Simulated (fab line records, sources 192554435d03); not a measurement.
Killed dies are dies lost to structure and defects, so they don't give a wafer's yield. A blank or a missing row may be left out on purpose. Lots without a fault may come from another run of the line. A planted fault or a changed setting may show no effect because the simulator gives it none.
Which tool did it? | flow n5_finfet | 24 lots, 72 wafers sampled, at 5 steps of a route of 1938

WHAT THE GAUGES READ, wafer by wafer
N5_SD_EPI_N_EPI_MEAS_23.
lot  | measured    | on            | thk_nm (nm)
L074 | day 3 11:02 | film_metro-01 | 60.1 57.7 58.7
L075 | day 3 13:07 | film_metro-01 | 58.2 58.5 58.0
L076 | day 3 19:11 | film_metro-01 | 60.3 59.5 59.6
L078 | day 4 06:21 | film_metro-02 | 59.5 58.8 59.0
L077 | day 4 06:29 | film_metro-01 | 59.8 60.6 58.1
L079 | day 4 16:22 | film_metro-01 | 59.8 61.3 61.7
L080 | day 4 19:58 | film_metro-01 | 59.0 57.5 57.6
L081 | day 5 02:07 | film_metro-01 | 57.6 59.9 59.7
L082 | day 5 06:49 | film_metro-01 | 58.7 57.5 60.3
L083 | day 5 14:17 | film_metro-02 | 60.6 58.6 59.5
L084 | day 5 20:01 | film_metro-02 | 59.3 56.8 57.9
L085 | day 6 00:32 | film_metro-01 | 60.6 60.4 58.5
L086 | day 6 05:37 | film_metro-02 | 60.4 58.3 57.7
L087 | day 6 09:09 | film_metro-02 | 57.5 59.6 61.4
L088 | day 6 17:25 | film_metro-02 | 59.7 59.6 60.8
L089 | day 7 01:51 | film_metro-01 | 57.7 58.9 60.0
L090 | day 7 04:25 | film_metro-01 | 61.6 60.4 57.4
L091 | day 7 12:47 | film_metro-01 | 57.8 60.6 58.3
L092 | day 7 16:39 | film_metro-01 | 58.5 58.3 58.2
L093 | day 8 01:44 | film_metro-01 | 59.6 59.0 60.9
L094 | day 8 06:40 | film_metro-01 | 59.2 58.1 60.3
L095 | day 8 11:31 | film_metro-01 | 57.8 59.3 59.5
L096 | day 8 17:41 | film_metro-02 | 57.6 61.3 59.6
L097 | day 9 01:40 | film_metro-02 | 58.7 59.9 58.5

N5_HKMG_FIN_OVL_MEAS_50.
lot  | measured    | on         | NDIPOLE_OVL (nm)
L074 | day 4 05:55 | overlay-02 | -0.8 1.2 0.2
L075 | day 4 11:24 | overlay-01 | -1.1 -0.4 -0.3
L076 | day 4 13:18 | overlay-02 | 0.6 0.5 1.1
L078 | day 5 02:02 | overlay-02 | 1.1 0.7 -0.8
L077 | day 5 04:22 | overlay-01 | 0.0 0.2 -0.4
L079 | day 5 13:35 | overlay-01 | 0.6 -0.2 -0.9
L080 | day 5 14:39 | overlay-01 | -0.2 0.6 -0.3
L081 | day 5 20:13 | overlay-02 | 1.1 1.3 1.2
L082 | day 6 01:12 | overlay-01 | -0.1 -0.6 -0.7
L083 | day 6 08:58 | overlay-02 | -0.8 0.5 -1.1
L084 | day 6 14:55 | overlay-01 | 0.1 1.4 0.2
L085 | day 6 21:28 | overlay-01 | 0.9 0.9 2.0
L086 | day 7 00:02 | overlay-02 | 0.3 1.1 0.3
L087 | day 7 03:17 | overlay-01 | -1.1 -0.2 0.5
L088 | day 7 12:16 | overlay-01 | 0.1 0.0 -0.3
L089 | day 7 19:52 | overlay-02 | 0.6 0.0 -0.5
L090 | day 7 23:20 | overlay-02 | 0.5 0.2 -0.5
L091 | day 8 08:09 | overlay-02 | 1.7 -0.7 0.8
L092 | day 8 13:46 | overlay-01 | -0.6 0.7 -0.3
L093 | day 8 22:22 | overlay-01 | 1.0 -0.3 -0.1
L094 | day 9 01:10 | overlay-01 | 0.8 0.1 -0.3
L095 | day 9 08:08 | overlay-01 | -0.3 0.9 1.3
L096 | day 9 14:16 | overlay-02 | 0.9 0.5 0.7
L097 | day 9 19:49 | overlay-02 | 0.1 -1.2 -0.6

WHICH TOOL RAN EACH LOT (tool, then ch and the chambers of the sampled wafers, then the start)
lot  | N5_SD_EPI_P_DESCUM_14             | N5_ILD0_CMP_07               | N5_HKMG_FIN_HK_ANNEAL_02
L074 | rie_diel-05 ch 2,3, day 3 12:05   | cmp-03 ch 0,1, day 3 20:22   | rtp_anneal-02 ch 0, day 4 05:08
L075 | rie_diel-05 ch 0,2,3, day 3 14:09 | cmp-02 ch 0,2,3, day 4 01:37 | rtp_anneal-02 ch 0, day 4 10:31
L076 | rie_diel-02 ch 0,3, day 3 20:14   | cmp-04 ch 1,3, day 4 03:32   | rtp_anneal-02 ch 0, day 4 12:29
L078 | rie_diel-04 ch 0,2, day 4 07:16   | cmp-02 ch 1,2,3, day 4 15:34 | rtp_anneal-01 ch 0, day 5 01:15
L077 | rie_diel-02 ch 0,3, day 4 07:38   | cmp-04 ch 1,2, day 4 17:05   | rtp_anneal-01 ch 0, day 5 03:35
L079 | rie_diel-05 ch 0,1, day 4 17:41   | cmp-02 ch 1,2, day 5 03:55   | rtp_anneal-02 ch 0, day 5 12:57
L080 | rie_diel-05 ch 0,1,3, day 4 21:30 | cmp-03 ch 1,2,3, day 5 05:16 | rtp_anneal-01 ch 0, day 5 13:50
L081 | rie_diel-02 ch 0,3, day 5 03:05   | cmp-04 ch 0,1,3, day 5 10:20 | rtp_anneal-01 ch 0, day 5 19:32
L082 | rie_diel-02 ch 0,3, day 5 08:22   | cmp-02 ch 1,2, day 5 15:34   | rtp_anneal-01 ch 0, day 6 00:26
L083 | rie_diel-04 ch 2,3, day 5 16:05   | cmp-04 ch 1,2,3, day 5 23:30 | rtp_anneal-01 ch 0, day 6 08:18
L084 | rie_diel-02 ch 0,3, day 5 21:04   | cmp-03 ch 0,1,2, day 6 04:43 | rtp_anneal-02 ch 0, day 6 14:08
L085 | rie_diel-02 ch 0,1,3, day 6 02:01 | cmp-02 ch 0,1,2, day 6 11:14 | rtp_anneal-01 ch 0, day 6 20:41
L086 | rie_diel-05 ch 1,2,3, day 6 06:32 | cmp-02 ch 0,1,3, day 6 14:19 | rtp_anneal-02 ch 0, day 6 23:21
L087 | rie_diel-02 ch 1,2, day 6 10:12   | cmp-02 ch 0,2,3, day 6 17:41 | rtp_anneal-01 ch 0, day 7 02:40
L088 | rie_diel-05 ch 0,1,2, day 6 18:28 | cmp-04 ch 1,2,3, day 7 02:18 | rtp_anneal-02 ch 0, day 7 11:29
L089 | rie_diel-05 ch 0,1,3, day 7 02:58 | cmp-03 ch 0,1,3, day 7 10:17 | rtp_anneal-01 ch 0, day 7 19:05
L090 | rie_diel-02 ch 0,3, day 7 05:23   | cmp-02 ch 0,1, day 7 13:39   | rtp_anneal-02 ch 0, day 7 22:32
L091 | rie_diel-05 ch 0,1,2, day 7 14:02 | cmp-02 ch 0,1,3, day 7 21:18 | rtp_anneal-01 ch 0, day 8 07:10
L092 | rie_diel-02 ch 0,1,3, day 7 18:19 | cmp-04 ch 0,1,2, day 8 03:44 | rtp_anneal-01 ch 0, day 8 12:59
L093 | rie_diel-04 ch 0,2,3, day 8 02:47 | cmp-02 ch 0,3, day 8 12:50   | rtp_anneal-02 ch 0, day 8 21:34
L094 | rie_diel-05 ch 0,1,3, day 8 08:01 | cmp-02 ch 0,1,2, day 8 15:21 | rtp_anneal-02 ch 0, day 9 00:22
L095 | rie_diel-02 ch 0,1,3, day 8 12:26 | cmp-04 ch 0,1,3, day 8 22:01 | rtp_anneal-01 ch 0, day 9 07:25
L096 | rie_diel-05 ch 0,1, day 8 19:32   | cmp-04 ch 0,3, day 9 04:08   | rtp_anneal-01 ch 0, day 9 13:36
L097 | rie_diel-05 ch 0,1,3, day 9 02:41 | cmp-03 ch 0,2,3, day 9 10:03 | rtp_anneal-02 ch 0, day 9 19:03
- N5_SD_EPI_P_DESCUM_14: chemistry O2, time 7.9 s.
- N5_ILD0_CMP_07: polishes SiO2 flowable, stops on poly-Si, t overpolish 1.18 s, target thk 138.88 nm.
- N5_HKMG_FIN_HK_ANNEAL_02: time 30 s.

WHAT THE TOOLS THEMSELVES READ (means of the sampled wafers that have a number; where no wafer has one, the mark that the record gives instead)
N5_SD_EPI_P_DESCUM_14.
lot  | tool        | drypump_motor_current_A (A) | oes_product_au (a.u.) | rf_vpp_V (V) | showerhead_plenum_p_Torr (Torr) | temp_c (C) | throttle_valve_pct (%)
L074 | rie_diel-05 | 5.6                         | 0.74                  | 243.5        | 2.08                            | 40.04      | 20.70
L075 | rie_diel-05 | 5.5                         | 0.73                  | 242.9        | 2.08                            | 40.05      | 20.58
L076 | rie_diel-02 | 5.6                         | 0.74                  | 243.6        | 2.09                            | 39.99      | 20.72
L078 | rie_diel-04 | 5.9                         | 0.76                  | 243.5        | 2.13                            | 40.00      | 20.52
L077 | rie_diel-02 | 5.6                         | 0.74                  | 243.3        | 2.09                            | 39.90      | 20.73
L079 | rie_diel-05 | 5.8                         | 0.72                  | 243.4        | 2.08                            | 40.00      | 20.54
L080 | rie_diel-05 | 5.9                         | 0.73                  | 243.5        | 2.08                            | 39.95      | 20.67
L081 | rie_diel-02 | 5.6                         | 0.73                  | 243.3        | 2.08                            | 39.97      | 20.73
L082 | rie_diel-02 | 5.2                         | 0.74                  | 244.1        | 2.08                            | 39.92      | 20.68
L083 | rie_diel-04 | 5.6                         | 0.76                  | 243.8        | 2.12                            | 40.05      | 20.59
L084 | rie_diel-02 | 5.6                         | 0.73                  | 243.3        | 2.08                            | 39.92      | 20.74
L085 | rie_diel-02 | 5.6                         | 0.73                  | 241.9        | 2.04                            | 40.07      | 20.58
L086 | rie_diel-05 | 5.9                         | 0.71                  | 243.1        | 2.07                            | 40.07      | 20.62
L087 | rie_diel-02 | 5.8                         | 0.72                  | 242.2        | 2.01                            | 39.97      | 20.29
L088 | rie_diel-05 | 5.9                         | 0.71                  | 242.7        | 2.07                            | 39.99      | 20.50
L089 | rie_diel-05 | 5.9                         | 0.71                  | 242.5        | 2.07                            | 39.98      | 20.69
L090 | rie_diel-02 | 5.6                         | 0.73                  | 242.9        | 2.08                            | 40.02      | 20.75
L091 | rie_diel-05 | 5.9                         | 0.70                  | 243.2        | 2.07                            | 39.94      | 20.53
L092 | rie_diel-02 | 5.5                         | 0.81                  | 244.1        | 2.13                            | 39.92      | 20.49
L093 | rie_diel-04 | 5.7                         | 0.73                  | 243.0        | 2.08                            | 39.97      | 20.62
L094 | rie_diel-05 | 5.9                         | 0.71                  | 243.7        | 2.07                            | 39.97      | 20.72
L095 | rie_diel-02 | 5.6                         | 0.80                  | 243.7        | 2.13                            | 40.06      | 20.49
L096 | rie_diel-05 | 5.8                         | 0.70                  | 243.1        | 2.07                            | 39.93      | 20.59
L097 | rie_diel-05 | 5.9                         | 0.70                  | 242.7        | 2.07                            | 40.00      | 20.70

N5_ILD0_CMP_07.
lot  | tool   | motor_current_A (A) | pad_life_wafers
L074 | cmp-03 | 12.4                | 1592
L075 | cmp-02 | 12.2                | 590
L076 | cmp-04 | 11.1                | 1076
L078 | cmp-02 | 13.3                | 716
L077 | cmp-04 | 11.0                | 1188
L079 | cmp-02 | 14.5                | 822
L080 | cmp-03 | 12.9                | 1880
L081 | cmp-04 | 11.9                | 1328
L082 | cmp-02 | 14.3                | 906
L083 | cmp-04 | 10.9                | 1430
L084 | cmp-03 | 11.0                | 2072
L085 | cmp-02 | 12.6                | 1064
L086 | cmp-02 | 12.4                | 1111
L087 | cmp-02 | 11.9                | 1143
L088 | cmp-04 | 10.6                | 1694
L089 | cmp-03 | 13.0                | 116
L090 | cmp-02 | 13.0                | 1302
L091 | cmp-02 | 11.9                | 1358
L092 | cmp-04 | 11.4                | 1892
L093 | cmp-02 | 11.1                | 1472
L094 | cmp-02 | 13.2                | 1497
L095 | cmp-04 | 11.8                | 2043
L096 | cmp-04 | 11.5                | 0
L097 | cmp-03 | 11.4                | 410

N5_HKMG_FIN_HK_ANNEAL_02.
lot  | tool          | lamp_power_pct (%) | wafer_temp_C_max
L074 | rtp_anneal-02 | 8.84               | 702.6
L075 | rtp_anneal-02 | 8.80               | 702.7
L076 | rtp_anneal-02 | 8.84               | 703.1
L078 | rtp_anneal-01 | 8.76               | 702.9
L077 | rtp_anneal-01 | 8.83               | 703.6
L079 | rtp_anneal-02 | 8.76               | 703.2
L080 | rtp_anneal-01 | 8.85               | 702.8
L081 | rtp_anneal-01 | 8.76               | 702.5
L082 | rtp_anneal-01 | 8.81               | 703.7
L083 | rtp_anneal-01 | 8.85               | 703.5
L084 | rtp_anneal-02 | 8.82               | 702.9
L085 | rtp_anneal-01 | 8.84               | 702.8
L086 | rtp_anneal-02 | 8.78               | 702.9
L087 | rtp_anneal-01 | 8.78               | 702.6
L088 | rtp_anneal-02 | 8.84               | 703.2
L089 | rtp_anneal-01 | 8.83               | 702.3
L090 | rtp_anneal-02 | 8.80               | 702.3
L091 | rtp_anneal-01 | 8.84               | 702.6
L092 | rtp_anneal-01 | 8.80               | 702.9
L093 | rtp_anneal-02 | 8.78               | 702.8
L094 | rtp_anneal-02 | 8.75               | 703.0
L095 | rtp_anneal-01 | 8.82               | 703.5
L096 | rtp_anneal-01 | 8.74               | 703.6
L097 | rtp_anneal-02 | 8.81               | 702.9

THE ANSWER, worked out from the rows above alone
Rule: what is usual is taken from the lots themselves. Put in order of their means at a reading, lots are off if they are a third of the lots or fewer, leave a main group of 4 or more, and stand apart from it by a gap of 3 or more times the standard deviation of the main group's means; of several such gaps the widest counts. A main group whose means are all the same, to the digits that the tables above print for the reading, isn't used. A lot without any number at a reading at which 4 lots or more have one is off too. The other lots that the step has rows for count as sound. The gauges are gone through in route order, then the tools' own readings, and for those a lot's mean is taken as printed above. The first step at which some lot is off is used, and at that step the reading that is off furthest; a lot without a number counts as furthest.
No lot is off at any reading shown: from this, nothing can be told.

WHAT THE SIMULATOR HAD PUT IN
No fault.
